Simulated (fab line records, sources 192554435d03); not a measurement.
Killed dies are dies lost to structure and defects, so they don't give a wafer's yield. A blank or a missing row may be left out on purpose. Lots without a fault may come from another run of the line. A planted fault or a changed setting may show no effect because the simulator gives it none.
Chamber matching | flow n5_finfet | N5_BEOL_M12_DEP_53 on pecvd-03: 3 sister chambers
The step deposits SiCN from 3MS/NH3, target thk 30 nm, time 10.5 s. 3 wafers are shown with their chamber, then 11 later ones without.

WAFERS WITH THEIR CHAMBER
wafer  | chamber | throttle_valve_pct (%)
L081.6 | 0       | 18.5
L084.5 | 1       | 19.9
L088.2 | 2       | 18.1

WAFERS WITHOUT THEIR CHAMBER
wafer  | throttle_valve_pct (%)
L088.4 | 19.8
L088.5 | 18.6
L093.2 | 19.7
L093.3 | 18.5
L093.5 | 18.7
L091.3 | 19.8
L091.5 | 18.0
L091.6 | 19.8
L094.1 | 18.0
L094.5 | 20.0
L094.6 | 17.9

WHICH CHAMBER EACH WENT THROUGH
wafer  | from the rows above | in truth
L088.4 | 1                   | 1
L088.5 | 0                   | 0
L093.2 | 1                   | 1
L093.3 | 0                   | 0
L093.5 | 0                   | 0
L091.3 | 1                   | 1
L091.5 | 2                   | 2
L091.6 | 1                   | 1
L094.1 | 2                   | 2
L094.5 | 1                   | 1
L094.6 | 2                   | 2
Placed correctly: 11 of 11. Can't be placed from these rows: 0. Placed wrongly: 0.
How it was worked out, from the rows above alone: a wafer's distance from a chamber is the root of the sum, over the readings, of the square of ((its reading less the chamber's mean) divided by the reading's scatter). The wafer belongs to the nearest chamber; if the next one is less than 2 further off, it can't be placed. A chamber's mean is the mean of its shown wafers. The scatter: with one shown wafer a chamber, the root of the mean of the squares of how far each hidden wafer lies from its nearest shown one.
